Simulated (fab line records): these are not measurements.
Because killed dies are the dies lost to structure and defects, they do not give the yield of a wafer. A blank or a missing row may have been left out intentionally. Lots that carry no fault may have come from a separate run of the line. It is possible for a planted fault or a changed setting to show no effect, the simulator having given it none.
Comparing a struck lot with a sound one	flow n5-finfet	37 steps out of a route of 1938
Sound: these wafers, L560.2, L560.3, L560.4. Struck: wafer L570.1; the same lot's L570.4 was not struck, so it is left out; see the end for the cause.
For every step that has rows: the tool of each side, followed by ch and its chambers, followed by its first start. Under that, the readings that differ: sound wafers	struck wafers	difference of the means	sigmas: that difference in standard deviations of wafers without a fault.
alike: words and numbers the same on both sides, and readings whose means are apart by under 2 such deviations; not compared: readings that were withheld, readings missing a value for some wafer, numbers with overlapping values and no deviation given by the record, and bounds like >300 which may hide the same value.
Wherever a step has rows on one side only, a row that says differs or no value, or a row with sigmas, the two part there. Non-overlapping numbers with no deviation appear without sigmas and do not part them. A reading that every wafer of one side lacks parts them only if that side has two wafers or more.

first, 9 steps without rows for these wafers: N5_BEOL_M5_ANNEAL_89 (time 1800 s); N5_BEOL_M5_SPUTTER_90 (material Cu, target thk 4.5 nm, time 8.29 s); N5_BEOL_M5_ECD_50 (material Cu, target thk 300 nm); N5_BEOL_M5_ANNEAL_51 (time 90 s); N5_BEOL_M5_CMP_52 (polishes, stops on SiCOH lowk, t overpolish 6.9 s, target thk 62 nm); N5_BEOL_M5_PRE_CLEAN_77 (time 15 s); N5_BEOL_M5_CO_CAP_78 (material Co, precursor CCTBA/H2, target thk 2 nm, time 102.1 s); N5_BEOL_M5_PRE_CLEAN_55 (time 15 s); N5_BEOL_M5_DEP_56 (deposits SiCN from 3MS/NH3, target thk 8 nm, time 14 s).
N5_BEOL_M6_ILD_DEP_00: deposits SiCOH lowk from DEMS/porogen, target thk 179.75 nm, time 33.4 s.
  sound on pecvd-04 ch 0,1, day 10 04:35; struck on pecvd-04 ch 0, day 13 19:55
reading	sound	struck	difference	sigmas
showerhead-plenum-p-Torr (Torr)	5.731 5.705 5.700	5.760	+0.048	+3
model.SiCOH_lowk_of_BEOL_M6_ILD_DEP_00.thk-nm (nm)	176.2 176.2 182.4	125.4	-52.9	
  alike: heater-power-w, throttle-valve-pct
then, 1 step without rows for these wafers: N5_BEOL_M6_CURE_74 (cures SiCOH lowk, time 240 s).
N5_BEOL_M6_THK_MEAS_01:
  sound on film-metro-01 at day 10 05:10; struck on film-metro-01 at day 13 20:30
reading	sound	struck	difference	sigmas
M6_ILD_THK (nm)	151.8 151.9 157.4	107.7	-46.0	-26
then, 23 steps without rows for these wafers: N5_BEOL_M6_PECVD_70 (deposits SiO2 from TEOS/O2, target thk 20 nm, time 22.7 s); N5_BEOL_M6_HM_DEP_02 (deposits TiN, target thk 20 nm); N5_BEOL_M6_COAT_59 (time 60 s, resist thk 100 nm); N5_BEOL_M6_COAT_60 (time 60 s, resist thk 35 nm); N5_BEOL_M6_COAT_05 (resist thk 90 nm); N5_BEOL_M6_EBR_07; N5_BEOL_M6_SOFTBAKE_06 (time 60 s); N5_BEOL_M6_EXPOSE_08 (exposes mask M6); N5_BEOL_M6_PEB_09 (peb time 60 s); N5_BEOL_M6_DEVELOP_10 (develop time 30 s); N5_BEOL_M6_DESCUM_16 (chemistry O2, time 7.9 s); N5_BEOL_M6_ETCH_61 (etches SiARC in CF4, target depth 45.5 nm, time 75.8 s); N5_BEOL_M6_ETCH_62 (etches SOC in N2/H2, target depth 110 nm, overetch 22 nm, time 165 s); N5_BEOL_M6_STRIP_68 (strips in N2/H2); N5_BEOL_M6_STRIP_67 (strips in CF4); N5_BEOL_M6_HM_OPEN_17 (chemistry Cl2/BCl3, target TiN, target depth 20 nm, overetch 6 nm); N5_BEOL_M6_STRIP_19 (strips in O2); N5_BEOL_M6_COAT_63 (time 60 s, resist thk 60 nm); N5_BEOL_M6_COAT_64 (time 60 s, resist thk 12 nm); N5_BEOL_M6_COAT_71 (time 60 s, resist thk 5 nm); N5_BEOL_M6_COAT_22 (resist thk 30 nm); N5_BEOL_M6_EBR_24; N5_BEOL_M6_SOFTBAKE_23 (time 60 s).
N5_BEOL_M6_CMP_52: polishes, stops on SiCOH lowk, t overpolish 6.9 s, target thk 80 nm.
  sound on cmp-03 ch 1,2,3, day 10 13:32; struck on cmp-02 ch 3, day 14 03:27
reading	sound	struck	difference	sigmas
model.SiCOH_lowk_of_BEOL_M6_ILD_DEP_00.thk-nm (nm)	149 148.8 154.2	104.8	-45.9	
  alike: edge-zone-pressure-frac, motor-current-A
-- here the record skips 4 days between the struck wafers' starts before and after, leaving off in module BEOL_M6 and picking up in module PASSIVATION (first step shown: number 1936 of the route) --
N5_PASSIVATION_PROBE_49:
  sound on prober-02 at day 14 05:49; struck on prober-02 at day 17 23:55
  alike: defect-limited-yield, killed_at_M0_to_M3, killed_at_M4_up, killed-at-contacts, killed-at-front-end, killed-at-other, killed-dies, killed-open, killed-short, sort_bin_5_function, sort_bin_6_memory, sort-n-pass, sort-yield-pct

== WHERE THEY PART ==
Earliest at N5_BEOL_M6_ILD_DEP_00; latest, in this record, at N5_BEOL_M6_THK_MEAS_01. Later steps at which nothing parts them and some readings are alike: N5_BEOL_M6_CMP_52, N5_PASSIVATION_PROBE_49.

WHY: whatever the simulator had introduced
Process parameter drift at N5_BEOL_M6_ILD_DEP_00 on pecvd-04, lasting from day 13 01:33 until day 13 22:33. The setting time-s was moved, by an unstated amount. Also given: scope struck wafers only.
